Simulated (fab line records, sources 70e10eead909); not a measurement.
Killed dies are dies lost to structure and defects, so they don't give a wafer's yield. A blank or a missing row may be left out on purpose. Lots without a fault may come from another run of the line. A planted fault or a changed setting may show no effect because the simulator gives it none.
fab line records | flow nand_harc
record lots=24 wafers=72 last_day=32
route steps=1302 shown A_CHANNEL_HOLE_D2@598 A_CHANNEL_FILL_D2@613 A_STAIRCASE@671
lots that met no fault: from a run of the same line without faults
start_h: hours from the record's first day to the start of the lot's first wafer shown | wait_h: hours since the lot's step before | " the same as in the row above | L1.1+2: a row that stands for several wafers | - no value, or no start given | * or withheld: withheld | < > ~ a bound
route shown NAME@n: a module of which the file shows steps, and the number in the route of the first | usual: mean/standard deviation of fault-free wafers | same: alike in all rows | chamber/n: place in a boat | sites: the reading at each site | _std_site: their standard deviation | _edge_site: outer sites' mean less inner sites' | radius_mm: how far each site lies from the wafer's centre | mask NAME#n: copy n | behind: the tool/chamber that last shaped the wafer | hold: why the lot was held/for how many hours/how that ended | device: the transistor (n, p or np) that didn't switch | end of line: the same wafers' tests at the end of the route | a step without rows: its recipe alone | killed: dies lost to structure and defects at the first sort, not the wafer's yield | map: a wafer's dies, x killed, . not, _ none there
set.NAME: the setting as run; set.NAME@STEP: as run at that earlier step | model.NAME: the simulator's own value behind a step, which no gauge read
steps of the route over a sample of lots; a table a step, a row a wafer
services: from which hour (start_h, from the record's first day; less than 0 if before it) a tool's chamber was out of use, for how many hours, and why
## steps
# step NHARC_A_CHANNEL_HOLE_D2_ETCH_26
# recipe bias_v=300 source_w=2000 pressure_mtorr=30 time_s=224.1 ar_flow_sccm=375 c4f8_flow_sccm=11.4 o2_flow_sccm=113.6 temp_c=-20 target_depth_a=3000 chemistry=C4F8/O2/Ar
# usual drypump_motor_current_A=6.37/0.21 showerhead_plenum_p_Torr=3.73/0.19 temp_c=-19.99/0.099 throttle_valve_pct=24.583/0.0093
# columns lot.wafer tool chamber start_h wait_h drypump_motor_current_A rf_hours_counter_h showerhead_plenum_p_Torr temp_c throttle_valve_pct
L074.2 har_etch-01 0 277.81 0.6 6.44 160 3.72 -19.90 24.585
L074.3 " 1 " " 6.49 - 3.64 -20.10 24.575
L074.6 " 0 " " 6.45 - 3.72 -20.13 24.571
L075.3 har_etch-02 0 278.95 0.4 6.51 - 3.50 -20.03 24.585
L075.6 " 1 " " 5.98 - 3.42 -19.98 24.568
L075.5 " 0 " " 6.52 - 3.50 -20.13 24.591
L076.2 har_etch-02 0 301.81 1.2 6.50 - 3.49 -19.96 24.584
L076.4 " 0 " " 6.47 - 3.49 -19.95 24.592
L076.5 " 0 " " 6.49 - 3.49 -19.84 24.580
L078.1 har_etch-02 1 310.48 0.6 6.01 371 3.99 -20.04 24.589
L078.4 " 0 " " 6.47 - 3.49 -19.95 24.578
L078.6 " 1 " " 6.01 - 3.99 -19.94 24.593
L079.2 har_etch-02 1 320.70 0.7 5.99 375 3.99 -19.99 24.584
L079.3 " 1 " " 5.98 - 3.99 -20.02 24.577
L079.6 " 1 " " 5.99 - 3.99 -19.92 24.589
L077.4 har_etch-02 1 332.02 0.5 6.00 - 3.98 -19.90 24.585
L077.3 " 0 " " 6.46 - 3.49 -20.06 24.583
L077.5 " 1 " " 6.00 - 3.98 -19.87 24.574
L080.1 har_etch-01 1 332.14 0.6 6.51 190 3.62 -19.88 24.598
L080.3 " 1 " " 6.53 - 3.62 -20.00 24.583
L080.5 " 1 " " 6.50 - 3.62 -19.97 24.583
L081.1 har_etch-01 1 365.81 0.6 6.54 213 3.61 -19.85 24.580
L081.4 " 1 " " 6.50 - 3.61 -20.03 24.561
L081.6 " 0 " " 6.48 - 3.69 -20.05 24.598
L082.2 har_etch-01 1 370.00 0.6 6.55 217 3.61 -20.11 24.578
L082.4 " 0 " " 6.44 - 3.69 -19.90 24.594
L082.3 " 1 " " 6.55 - 3.61 -20.09 24.585
L083.2 har_etch-01 1 374.14 0.7 6.49 221 3.60 -19.96 24.583
L083.1 " 0 " " 6.47 221 3.69 -20.14 24.596
L083.6 " 0 " " 6.46 - 3.69 -20.01 24.592
L084.1 har_etch-02 0 382.44 0.7 6.45 8 3.99 -20.00 24.586
L084.2 " 1 " " 5.99 8 3.97 -20.06 24.597
L084.4 " 1 " " 5.99 - 3.97 -20.05 24.577
L085.1 har_etch-01 0 382.45 0.7 6.44 229 3.68 -19.89 24.596
L085.3 " 1 " " 6.53 - 3.60 -19.83 24.580
L085.6 " 0 " " 6.43 - 3.68 -19.96 24.600
L087.2 har_etch-02 1 401.32 0.7 6.00 19 3.96 -20.08 24.582
L087.1 " 0 " " 6.50 19 3.98 -20.06 24.582
L087.3 " 0 " " 6.49 - 3.98 -20.04 24.570
L086.2 har_etch-01 1 403.22 0.6 6.51 240 3.59 -19.94 24.583
L086.3 " 1 " " 6.49 - 3.59 -20.01 24.581
L086.6 " 1 " " 6.51 - 3.59 -19.90 24.575
L088.2 har_etch-02 1 414.03 0.7 6.01 27 3.96 -20.06 24.575
L088.4 " 1 " " 5.99 - 3.96 -20.02 24.571
L088.5 " 1 " " 6.00 - 3.96 -20.00 24.584
L089.3 har_etch-01 1 414.47 0.5 6.52 - 3.59 -19.90 24.575
L089.4 " 0 " " 6.47 - 3.67 -20.21 24.601
L089.6 " 0 " " 6.45 - 3.67 -20.02 24.585
L090.4 har_etch-02 0 427.81 0.5 6.51 - 3.97 -20.05 24.574
L090.3 " 1 " " 5.98 - 3.95 -20.06 24.587
L090.6 " 1 " " 5.98 - 3.95 -19.86 24.595
L091.1 har_etch-01 1 441.81 0.6 6.50 263 3.58 -19.98 24.578
L091.5 " 0 " " 6.43 - 3.66 -20.21 24.562
L091.6 " 1 " " 6.48 - 3.58 -20.14 24.584
L092.3 har_etch-02 0 444.03 0.4 6.49 - 3.96 -20.05 24.580
L092.6 " 1 " " 5.99 - 3.94 -19.80 24.581
L092.5 " 0 " " 6.45 - 3.96 -20.00 24.594
L094.4 har_etch-01 0 470.28 0.4 6.48 - 3.65 -20.08 24.592
L094.5 " 1 " " 6.50 - 3.57 -19.97 24.601
L094.6 " 0 " " 6.45 - 3.65 -19.92 24.586
L093.2 har_etch-02 0 473.07 0.7 6.44 61 3.95 -19.95 24.570
L093.3 " 0 " " 6.45 - 3.96 -20.01 24.577
L093.4 " 1 " " 5.99 - 3.93 -20.10 24.596
L095.2 har_etch-01 1 490.61 0.7 6.53 286 3.57 -19.95 24.568
L095.4 " 0 " " 6.45 - 3.65 -19.89 24.573
L095.5 " 0 " " 6.47 - 3.65 -20.06 24.580
L096.1 har_etch-02 0 490.74 0.7 6.45 69 3.95 -20.19 24.583
L096.2 " 1 " " 6.00 69 3.93 -20.04 24.600
L096.4 " 1 " " 6.00 - 3.93 -20.14 24.583
L097.1 har_etch-01 1 503.77 1.5 6.51 297 3.56 -20.10 24.581
L097.2 " 1 " " 6.51 - 3.56 -20.03 24.600
L097.3 " 1 " " 6.51 - 3.56 -19.83 24.578
# step NHARC_A_CHANNEL_FILL_D2_ALD_03
# recipe target_thk_a=60 pulse_time_s=60 ald_cycles=58 temp_c=630 pressure_torr=2 material=SiNx
# usual chamber_pressure_Torr=2.000/0.0044 precursor_pulse_height_rel=0.999/0.02
# columns lot.wafer tool chamber start_h wait_h chamber_pressure_Torr precursor_pulse_height_rel
L074.2 ald_sin_batch-02 0 - - 1.999 0.989
L074.3 " 0 " " 1.999 0.992
L074.6 " 0 " " 1.997 0.992
L075.3 ald_sin_batch-02 0 - - 2.000 0.984
L075.5 " 0 " " 2.007 0.981
L075.6 " 0 " " 1.999 0.977
L076.2 ald_sin_batch-03 0 - - 2.005 0.992
L076.4 " 0 " " 2.006 1.006
L076.5 " 0 " " 1.992 0.952
L078.1 ald_sin_batch-01 0 - - 1.991 1.032
L078.4 " 0 " " 2.002 1.012
L078.6 " 0 " " 1.992 0.993
L079.2 ald_sin_batch-03 0 - - 2.003 1.002
L079.3 " 0 " " 2.006 0.984
L079.6 " 0 " " 2.002 0.992
L077.3 ald_sin_batch-01 0 - - 2.011 0.987
L077.4 " 0 " " 1.998 0.994
L077.5 " 0 " " 2.005 0.989
L080.1 ald_sin_batch-01 0 - - 2.001 1.009
L080.3 " 0 " " 2.000 1.000
L080.5 " 0 " " 2.006 0.989
L081.1 ald_sin_batch-03 0 - - 1.998 0.992
L081.4 " 0 " " 1.996 1.002
L081.6 " 0 " " 1.996 1.000
L082.2 ald_sin_batch-01 0 - - 1.999 0.981
L082.3 " 0 " " 2.002 1.009
L082.4 " 0 " " 2.001 0.971
L083.1 ald_sin_batch-01 0 - - 1.999 1.011
L083.2 " 0 " " 1.995 0.983
L083.6 " 0 " " 2.003 1.028
L084.1 ald_sin_batch-01 0 - - 1.996 0.994
L084.2 " 0 " " 1.994 1.010
L084.4 " 0 " " 1.999 1.017
L085.1 ald_sin_batch-01 0 - - 2.002 0.983
L085.3 " 0 " " 2.004 0.983
L085.6 " 0 " " 1.998 0.993
L086.2 ald_sin_batch-01 0 - - 1.996 1.015
L086.3 " 0 " " 1.996 1.010
L086.6 " 0 " " 2.000 0.962
L087.1 ald_sin_batch-01 0 - - 1.997 1.048
L087.2 " 0 " " 1.987 0.978
L087.3 " 0 " " 1.994 0.960
L088.2 ald_sin_batch-01 0 - - 2.003 1.034
L088.4 " 0 " " 2.009 1.005
L088.5 " 0 " " 2.000 0.974
L089.3 ald_sin_batch-01 0 - - 2.001 1.021
L089.4 " 0 " " 1.999 0.985
L089.6 " 0 " " 2.004 1.007
L090.3 ald_sin_batch-03 0 - - 1.999 1.001
L090.4 " 0 " " 2.000 1.025
L090.6 " 0 " " 2.002 0.992
L091.1 ald_sin_batch-01 0 - - 1.993 1.018
L091.5 " 0 " " 2.005 1.027
L091.6 " 0 " " 2.004 1.014
L092.3 ald_sin_batch-01 0 - - 2.001 0.964
L092.5 " 0 " " 2.005 1.007
L092.6 " 0 " " 2.006 0.976
L094.4 ald_sin_batch-02 0 - - 1.996 0.987
L094.5 " 0 " " 2.001 0.988
L094.6 " 0 " " 1.998 0.991
L093.2 ald_sin_batch-01 0 - - 2.000 0.954
L093.3 " 0 " " 1.994 1.018
L093.4 " 0 " " 2.003 0.970
L095.2 ald_sin_batch-02 0 - - 2.005 0.986
L095.4 " 0 " " 2.004 0.997
L095.5 " 0 " " 2.009 1.017
L096.1 ald_sin_batch-02 0 - - 1.998 1.011
L096.2 " 0 " " 2.007 0.981
L096.4 " 0 " " 2.004 0.999
L097.1 ald_sin_batch-02 0 - - 2.005 0.999
L097.2 " 0 " " 1.997 1.015
L097.3 " 0 " " 1.997 0.985
# step NHARC_A_STAIRCASE_ETCH_15
# recipe target_depth_a=1000 time_s=40.5 ion_energy_ev=400 c4f8_flow_sccm=20 o2_flow_sccm=10 ar_flow_sccm=withheld rf_w=600 bias_w=1000 chemistry=C4F8/O2
# usual oes_product_au=0.943/0.01 rf_vpp_V=895/5.3
# columns lot.wafer tool chamber start_h wait_h oes_product_au rf_hours_counter_h rf_vpp_V
L074.2 rie_diel-08 3 - - 0.955 48 892
L074.3 " 0 " " 0.939 47 899
L074.6 " 2 " " 0.940 - 889
L075.3 rie_diel-07 0 - - 0.937 14 899
L075.5 " 1 " " 0.939 - 905
L075.6 " 2 " " 0.953 - 901
L076.2 rie_diel-07 1 - - 0.946 21 905
L076.4 " 0 " " 0.928 24 900
L076.5 " 2 " " 0.955 - 900
L078.1 rie_diel-08 1 - - 0.939 4 894
L078.4 " 2 " " 0.923 6 890
L078.6 " 1 " " 0.934 - 893
L079.3 rie_diel-01 3 - - 0.950 2 900
L079.2 " 0 " " 0.948 2 894
L079.6 " 1 " " 0.952 - 887
L077.4 rie_diel-01 2 - - 0.942 6 902
L077.3 " 1 " " 0.950 7 887
L077.5 " 3 " " 0.955 - 899
L080.1 rie_diel-08 1 - - 0.931 12 893
L080.3 " 2 " " 0.934 14 891
L080.5 " 1 " " 0.932 - 894
L081.1 rie_diel-08 3 - - 0.961 27 891
L081.4 " 0 " " 0.944 26 899
L081.6 " 2 " " 0.956 - 890
L083.1 rie_diel-08 1 - - 0.953 20 894
L083.2 " 2 " " 0.963 23 889
L083.6 " 3 " " 0.951 - 891
L082.4 rie_diel-01 1 - - 0.927 21 886
L082.3 " 2 " " 0.936 20 902
L082.2 " 3 " " 0.943 15 898
L084.1 rie_diel-08 3 - - 0.940 32 891
L084.4 " 0 " " 0.943 31 898
L084.2 " 1 " " 0.932 24 893
L085.3 rie_diel-08 0 - - 0.928 31 898
L085.1 " 3 " " 0.939 33 892
L085.6 " 1 " " 0.929 - 892
L086.3 rie_diel-08 1 - - 0.941 32 892
L086.2 " 0 " " 0.948 36 898
L086.6 " 2 " " 0.945 - 889
L087.1 rie_diel-01 1 - - 0.942 33 888
L087.3 " 2 " " 0.941 32 902
L087.2 " 0 " " 0.938 30 893
L089.3 rie_diel-07 0 - - 0.915 4 900
L089.4 " 3 " " 0.952 6 891
L089.6 " 0 " " 0.933 - 899
L088.2 rie_diel-08 3 - - 0.962 46 891
L088.4 " 1 " " 0.941 38 891
L088.5 " 3 " " 0.956 - 890
L090.3 rie_diel-08 1 - - 0.939 43 891
L090.4 " 3 " " 0.962 50 890
L090.6 " 1 " " 0.945 - 893
L092.3 rie_diel-08 3 - - 0.949 55 889
L092.6 " 3 " " 0.961 - 890
L092.5 " 0 " " 0.951 - 896
L091.1 rie_diel-07 0 - - 0.927 12 898
L091.6 " 1 " " 0.953 - 905
L091.5 " 2 " " 0.945 - 900
L094.4 rie_diel-01 3 - - 0.938 51 900
L094.6 " 2 " " 0.953 - 901
L094.5 " 3 " " 0.940 - 899
L093.3 rie_diel-08 2 - - 0.924 1 889
L093.2 " 3 " " 0.941 2 891
L093.4 " 1 " " 0.917 - 892
L095.4 rie_diel-08 2 - - 0.937 8 889
L095.2 " 3 " " 0.951 9 889
L095.5 " 1 " " 0.939 - 893
L096.2 rie_diel-07 3 - - 0.939 39 891
L096.1 " 1 " " 0.958 34 904
L096.4 " 2 " " 0.930 37 899
L097.3 rie_diel-08 0 - - 0.945 7 898
L097.1 " 1 " " 0.941 13 892
L097.2 " 3 " " 0.949 15 890
# step NHARC_A_STAIRCASE_TRIM_16
# recipe time_s=211.2 o2_flow_sccm=500 ar_flow_sccm=0 bias_w=0 chemistry=O2
# usual drypump_motor_current_A=5.6/0.46 oes_product_au=1.001/0.0095 rf_vpp_V=57.6/0.98 showerhead_plenum_p_Torr=3.49/0.14 throttle_valve_pct=17.036/0.0082
# columns lot.wafer tool chamber start_h wait_h drypump_motor_current_A oes_product_au rf_hours_counter_h rf_vpp_V showerhead_plenum_p_Torr throttle_valve_pct
L074.3 rie_diel-08 3 - - 5.8 1.000 48 58.4 3.42 17.018
L074.2 " 0 " " 5.0 1.000 47 58.9 3.60 17.029
L074.6 " 3 " " 5.8 1.009 - 57.6 3.42 17.029
L075.3 rie_diel-07 1 - - 5.7 0.995 14 57.8 3.79 17.027
L075.5 " 3 " " 4.7 1.001 - 56.3 3.41 17.049
L075.6 " 0 " " 4.8 0.984 - 57.6 3.65 17.049
L076.2 rie_diel-07 2 - - 6.1 1.003 23 58.5 3.65 17.038
L076.4 " 3 " " 4.7 1.034 26 58.2 3.40 17.023
L076.5 " 1 " " 5.7 1.017 - 58.9 3.79 17.052
L078.4 rie_diel-08 1 - - 5.6 1.000 5 58.6 3.44 17.040
L078.1 " 0 " " 5.0 1.016 5 57.6 3.60 17.036
L078.6 " 2 " " 6.1 0.991 - 55.6 3.36 17.047
L079.2 rie_diel-01 2 - - 5.9 1.003 3 58.4 3.71 17.043
L079.3 " 0 " " 5.0 0.994 2 57.0 3.47 17.028
L079.6 " 3 " " 5.6 0.999 - 57.3 3.65 17.030
L077.4 rie_diel-01 3 - - 5.6 0.999 5 56.9 3.64 17.045
L077.3 " 2 " " 5.9 1.010 6 57.5 3.71 17.031
L077.5 " 3 " " 5.5 1.004 - 59.1 3.64 17.036
L080.1 rie_diel-08 1 - - 5.6 0.994 12 59.0 3.44 17.033
L080.3 " 3 " " 5.8 1.014 18 56.5 3.40 17.035
L080.5 " 0 " " 5.0 1.001 - 58.8 3.59 17.027
L081.1 rie_diel-08 3 - - 5.8 1.014 27 57.2 3.40 17.037
L081.4 " 2 " " 6.1 1.002 23 56.8 3.35 17.041
L081.6 " 3 " " 5.8 1.000 - 56.0 3.40 17.045
L083.2 rie_diel-08 0 - - 5.0 1.003 27 57.6 3.58 17.040
L083.1 " 1 " " 5.6 0.992 20 56.4 3.43 17.035
L083.6 " 3 " " 5.8 1.017 - 57.5 3.40 17.039
L082.4 rie_diel-01 3 - - 5.5 0.994 15 59.2 3.64 17.039
L082.3 " 0 " " 4.9 1.001 18 55.9 3.46 17.032
L082.2 " 1 " " 5.8 1.004 21 56.4 3.29 17.041
L084.2 rie_diel-08 3 - - 5.8 1.016 32 57.8 3.40 17.021
L084.4 " 0 " " 5.0 0.998 31 59.7 3.58 17.035
L084.1 " 2 " " 6.1 1.010 28 58.0 3.35 17.050
L085.1 rie_diel-08 1 - - 5.6 0.999 25 56.5 3.43 17.037
L085.3 " 0 " " 5.0 0.992 31 57.0 3.58 17.047
L085.6 " 1 " " 5.6 0.986 - 57.7 3.43 17.024
L086.3 rie_diel-08 3 - - 5.8 1.002 38 57.7 3.39 17.048
L086.2 " 2 " " 6.2 1.001 35 57.6 3.34 17.037
L086.6 " 0 " " 5.0 1.002 - 58.6 3.58 17.023
L087.3 rie_diel-01 1 - - 5.8 1.000 33 58.2 3.28 17.039
L087.1 " 2 " " 5.9 0.996 32 59.6 3.69 17.040
L087.2 " 3 " " 5.5 1.002 30 57.3 3.63 17.045
L089.3 rie_diel-07 2 - - 6.1 0.990 7 56.5 3.63 17.032
L089.4 " 3 " " 4.7 0.996 6 57.8 3.39 17.025
L089.6 " 2 " " 6.1 0.998 - 58.6 3.63 17.029
L088.2 rie_diel-08 1 - - 5.6 0.982 38 57.4 3.42 17.037
L088.4 " 2 " " 6.1 0.994 43 57.2 3.34 17.034
L088.5 " 2 " " 6.1 0.987 - 55.6 3.34 17.029
L090.3 rie_diel-08 1 - - 5.6 0.986 43 56.4 3.42 17.030
L090.4 " 2 " " 6.1 0.993 47 56.6 3.34 17.037
L090.6 " 1 " " 5.6 0.998 - 58.0 3.42 17.038
L092.3 rie_diel-08 3 - - 5.8 1.013 55 58.4 3.38 17.039
L092.5 " 2 " " 6.1 1.004 - 56.0 3.33 17.027
L092.6 " 3 " " 5.8 1.018 - 58.5 3.38 17.034
L091.1 rie_diel-07 1 - - 5.7 1.001 12 58.4 3.76 17.049
L091.5 " 1 " " 5.7 0.991 - 57.0 3.77 17.030
L091.6 " 2 " " 6.1 0.981 - 59.1 3.62 17.031
L094.4 rie_diel-01 2 - - 5.9 1.006 58 58.1 3.68 17.038
L094.6 " 0 " " 5.0 1.000 - 57.5 3.45 17.050
L094.5 " 1 " " 5.8 1.003 - 57.7 3.27 17.038
L093.3 rie_diel-08 3 - - 5.8 1.012 2 58.3 3.38 17.035
L093.2 " 2 " " 6.1 1.001 2 56.3 3.33 17.043
L093.4 " 2 " " 6.1 1.007 - 56.4 3.33 17.035
L095.2 rie_diel-08 0 - - 5.0 1.007 1 57.5 3.57 17.024
L095.4 " 1 " " 5.6 0.994 9 56.9 3.41 17.045
L095.5 " 2 " " 6.1 0.988 - 57.6 3.33 17.042
L096.4 rie_diel-07 0 - - 4.8 0.995 17 58.1 3.61 17.028
L096.1 " 1 " " 5.7 1.006 34 58.9 3.75 17.028
L096.2 " 2 " " 6.1 0.997 37 58.1 3.61 17.038
L097.1 rie_diel-08 0 - - 5.0 1.010 7 59.2 3.56 17.031
L097.3 " 1 " " 5.6 1.003 13 58.7 3.41 17.044
L097.2 " 2 " " 6.1 1.001 12 58.5 3.32 17.027
# step NHARC_A_STAIRCASE_ETCH_21
# recipe target_depth_a=1000 time_s=40.5 ion_energy_ev=400 c4f8_flow_sccm=20 o2_flow_sccm=10 ar_flow_sccm=withheld rf_w=600 bias_w=1000 chemistry=C4F8/O2
# usual oes_product_au=0.954/0.018 rf_vpp_V=896/5.6
# columns lot.wafer tool chamber start_h wait_h oes_product_au rf_hours_counter_h rf_vpp_V
L074.2 rie_diel-08 1 - - 0.970 55 894
L074.3 " 3 " " 0.942 48 890
L074.6 " 2 " " 0.926 - 889
L075.3 rie_diel-07 2 - - 0.958 17 899
L075.6 " 3 " " 0.960 - 891
L075.5 " 0 " " 0.924 - 899
L076.2 rie_diel-08 1 - - 0.960 2 894
L076.4 " 2 " " 0.960 2 890
L076.5 " 1 " " 0.943 - 893
L078.1 rie_diel-01 2 - - 0.972 0 903
L078.4 " 3 " " 0.978 0 901
L078.6 " 3 " " 0.980 - 900
L079.2 rie_diel-07 0 - - 0.914 31 900
L079.3 " 2 " " 0.931 29 900
L079.6 " 1 " " 0.936 - 905
L077.3 rie_diel-01 2 - - 0.943 6 905
L077.4 " 3 " " 0.955 5 900
L077.5 " 0 " " 0.946 - 896
L080.1 rie_diel-01 2 - - 0.982 7 902
L080.3 " 1 " " 0.980 8 887
L080.5 " 2 " " 0.967 - 903
L081.4 rie_diel-01 1 - - 0.967 20 888
L081.1 " 3 " " 0.982 13 899
L081.6 " 1 " " 0.963 - 886
L083.1 rie_diel-07 3 - - 0.995 49 892
L083.2 " 0 " " 0.938 46 899
L083.6 " 3 " " 0.994 - 891
L082.3 rie_diel-07 0 - - 0.949 47 900
L082.2 " 1 " " 0.954 43 907
L082.4 " 2 " " 0.958 41 900
L084.2 rie_diel-01 2 - - 0.968 25 902
L084.4 " 3 " " 0.966 21 900
L084.1 " 0 " " 0.982 25 893
L085.3 rie_diel-08 1 - - 0.953 25 893
L085.1 " 2 " " 0.942 28 889
L085.6 " 1 " " 0.959 - 891
L086.2 rie_diel-08 3 - - 0.947 38 891
L086.3 " 1 " " 0.956 32 891
L086.6 " 0 " " 0.949 - 899
L087.2 rie_diel-07 2 - - 0.953 0 900
L087.1 " 0 " " 0.944 0 900
L087.3 " 1 " " 0.970 0 905
L089.3 rie_diel-01 3 - - 0.933 36 899
L089.4 " 2 " " 0.946 37 903
L089.6 " 0 " " 0.923 - 892
L088.4 rie_diel-08 0 - - 0.944 43 897
L088.2 " 3 " " 0.960 46 891
L088.5 " 0 " " 0.941 - 899
L090.4 rie_diel-07 3 - - 0.967 9 891
L090.3 " 0 " " 0.951 7 898
L090.6 " 2 " " 0.961 - 900
L092.3 rie_diel-08 1 - - 0.929 47 892
L092.5 " 3 " " 0.939 - 891
L092.6 " 0 " " 0.944 - 898
L091.1 rie_diel-01 3 - - 0.964 45 900
L091.5 " 1 " " 0.965 - 887
L091.6 " 2 " " 0.968 - 902
L094.4 rie_diel-01 1 - - 0.943 58 886
L094.6 " 0 " " 0.934 - 894
L094.5 " 1 " " 0.940 - 885
L093.2 rie_diel-07 1 - - 0.938 28 904
L093.3 " 3 " " 0.937 33 891
L093.4 " 1 " " 0.940 - 904
L095.2 rie_diel-08 0 - - 0.959 1 898
L095.4 " 2 " " 0.942 8 887
L095.5 " 1 " " 0.952 - 891
L096.1 rie_diel-08 1 - - 0.937 10 892
L096.2 " 2 " " 0.932 9 889
L096.4 " 3 " " 0.944 10 892
L097.3 rie_diel-01 2 - - 0.994 6 902
L097.2 " 3 " " 0.976 5 900
L097.1 " 1 " " 0.974 6 906
# step NHARC_A_STAIRCASE_DESCUM_186
# recipe time_s=3 o2_flow_sccm=200 ar_flow_sccm=0 bias_power_w=0 chemistry=O2
# usual drypump_motor_current_A=5.5/0.46 oes_product_au=1.000/0.01 rf_vpp_V=57.6/0.96 showerhead_plenum_p_Torr=1.90/0.089 throttle_valve_pct=11.312/0.0098
# columns lot.wafer tool chamber start_h wait_h drypump_motor_current_A oes_product_au rf_hours_counter_h rf_vpp_V showerhead_plenum_p_Torr throttle_valve_pct
L074.2 rie_diel-01 1 334.35 - 5.8 0.996 50 57.2 1.78 11.307
L074.3 " 2 " " 5.9 1.016 52 57.8 2.02 11.318
L074.6 " 1 " " 5.8 1.007 - 56.5 1.78 11.290
L075.3 rie_diel-07 1 335.21 - 5.7 0.995 15 57.4 2.07 11.315
L075.5 " 2 " " 6.1 1.010 - 59.6 1.98 11.308
L075.6 " 3 " " 4.7 1.020 - 58.4 1.84 11.308
L076.4 rie_diel-07 0 361.39 - 4.8 0.982 24 59.8 1.98 11.307
L076.2 " 3 " " 4.7 1.026 26 57.3 1.84 11.291
L076.5 " 1 " " 5.7 1.007 - 58.4 2.07 11.324
L078.4 rie_diel-01 1 369.65 - 5.8 1.004 1 56.4 1.78 11.312
L078.1 " 2 " " 5.9 1.002 1 57.0 2.02 11.298
L078.6 " 1 " " 5.8 0.991 - 56.8 1.78 11.291
L079.3 rie_diel-07 1 379.93 - 5.7 1.017 27 58.5 2.06 11.316
L079.2 " 2 " " 6.1 1.016 30 58.5 1.98 11.303
L079.6 " 0 " " 4.8 0.981 - 58.4 1.98 11.320
L077.3 rie_diel-08 0 389.65 - 5.0 1.001 17 57.6 1.95 11.313
L077.4 " 3 " " 5.8 1.016 - 58.6 1.84 11.313
L077.5 " 0 " " 5.0 1.005 - 57.8 1.95 11.306
L080.1 rie_diel-08 0 390.69 - 4.9 1.013 17 57.2 1.95 11.302
L080.3 " 3 " " 5.8 1.007 19 57.7 1.84 11.311
L080.5 " 0 " " 5.0 1.007 - 58.4 1.95 11.316
L081.1 rie_diel-08 1 422.81 - 5.6 0.992 20 58.3 1.86 11.308
L081.4 " 2 " " 6.2 1.000 23 56.8 1.81 11.323
L081.6 " 1 " " 5.6 0.991 - 55.3 1.86 11.316
L083.2 rie_diel-01 3 428.54 - 5.5 1.001 16 57.3 1.98 11.337
L083.1 " 0 " " 4.9 1.003 19 56.5 1.87 11.313
L083.6 " 2 " " 5.9 1.007 - 57.0 2.01 11.306
L082.2 rie_diel-08 0 428.71 - 4.9 0.990 28 57.7 1.95 11.310
L082.3 " 1 " " 5.6 0.986 21 56.8 1.86 11.303
L082.4 " 3 " " 5.8 0.993 30 57.6 1.84 11.311
L084.1 rie_diel-07 2 440.33 - 6.1 1.002 47 57.5 1.97 11.300
L084.4 " 3 " " 4.7 1.006 53 59.6 1.83 11.306
L084.2 " 0 " " 4.8 0.984 51 57.3 1.97 11.311
L085.3 rie_diel-01 3 441.05 - 5.5 0.988 22 57.8 1.98 11.319
L085.1 " 0 " " 4.8 0.993 25 57.0 1.87 11.325
L085.6 " 2 " " 5.8 1.000 - 59.1 2.01 11.311
L086.3 rie_diel-01 3 457.65 - 5.5 0.999 30 59.9 1.97 11.310
L086.2 " 2 " " 5.9 1.011 33 58.4 2.01 11.308
L086.6 " 3 " " 5.5 0.997 - 57.7 1.97 11.310
L087.1 rie_diel-08 1 459.65 - 5.6 0.990 34 57.8 1.85 11.323
L087.2 " 3 " " 5.8 1.008 40 55.7 1.83 11.303
L087.3 " 0 " " 5.0 1.005 38 57.0 1.94 11.295
L088.4 rie_diel-01 0 473.14 - 4.9 1.002 36 56.7 1.87 11.313
L088.2 " 3 " " 5.5 1.003 37 56.6 1.97 11.298
L088.5 " 1 " " 5.8 0.995 - 56.4 1.77 11.309
L089.4 rie_diel-08 2 473.32 - 6.1 0.981 44 57.4 1.80 11.316
L089.3 " 1 " " 5.6 0.992 40 57.9 1.85 11.327
L089.6 " 3 " " 5.8 1.001 - 58.3 1.83 11.300
L090.4 rie_diel-01 1 487.31 - 5.8 1.004 40 57.1 1.77 11.327
L090.3 " 3 " " 5.5 1.005 40 58.6 1.97 11.304
L090.6 " 1 " " 5.8 1.001 - 57.4 1.77 11.311
L092.3 rie_diel-08 1 504.11 - 5.6 0.997 48 55.2 1.85 11.324
L092.6 " 0 " " 5.0 1.007 - 58.5 1.94 11.322
L092.5 " 1 " " 5.6 0.989 - 56.7 1.85 11.316
L091.1 rie_diel-08 3 505.03 - 5.8 1.002 58 57.2 1.83 11.304
L091.5 " 3 " " 5.8 1.004 - 56.8 1.83 11.322
L091.6 " 0 " " 4.9 0.996 - 58.0 1.94 11.308
L094.4 rie_diel-08 1 533.64 - 5.6 1.002 - 56.4 1.85 11.305
L094.5 " 2 " " 6.1 1.007 - 56.6 1.80 11.307
L094.6 " 3 " " 5.8 1.010 - 57.2 1.83 11.323
L093.2 rie_diel-08 2 537.46 - 6.1 0.994 2 56.9 1.80 11.319
L093.3 " 1 " " 5.6 1.005 3 57.3 1.85 11.321
L093.4 " 1 " " 5.6 1.000 - 58.0 1.85 11.310
L095.4 rie_diel-07 2 549.51 - 6.1 0.987 38 57.4 1.96 11.302
L095.2 " 3 " " 4.6 0.995 39 57.2 1.82 11.304
L095.5 " 1 " " 5.7 0.996 - 58.5 2.04 11.316
L096.1 rie_diel-01 0 549.94 - 4.9 1.003 2 58.0 1.86 11.311
L096.2 " 2 " " 5.9 0.998 2 58.1 2.00 11.309
L096.4 " 3 " " 5.5 0.991 2 56.4 1.96 11.318
L097.1 rie_diel-01 1 561.35 - 5.8 1.010 7 57.6 2.07 11.323
L097.3 " 3 " " 5.5 0.999 6 58.0 1.96 11.329
L097.2 " 0 " " 4.9 1.010 6 56.7 1.86 11.314
## services
# columns tool chamber start_h hours kind
rie_diel-07 - 270.46 9.0 pm
rie_diel-08 0 275.61 - clean
rie_diel-08 1 275.61 - clean
rie_diel-08 2 275.61 - clean
rie_diel-08 3 275.61 - clean
rie_diel-08 2 276.16 7.6 repair
rie_diel-01 - 299.53 0.1 repair
rie_diel-08 0 300.12 - clean
rie_diel-08 - 344.08 9.0 pm
rie_diel-01 - 357.45 9.0 pm
har_etch-02 - 357.48 17.0 pm
rie_diel-07 2 388.69 8.6 repair
rie_diel-08 1 388.98 4.8 repair
ald_sin_batch-02 - 421.31 2.6 repair
ald_sin_batch-02 - 425.24 12.0 repair
rie_diel-07 2 441.62 3.3 repair
rie_diel-01 0 445.29 6.0 repair
rie_diel-07 - 447.46 9.0 pm
ald_sin_batch-01 - 482.19 26.0 pm
rie_diel-07 0 505.31 35.7 repair
rie_diel-08 - 521.13 9.0 pm
rie_diel-08 0 531.37 11.6 repair
rie_diel-01 - 534.69 9.0 pm
rie_diel-08 2 535.16 2.0 repair
## key
fault none
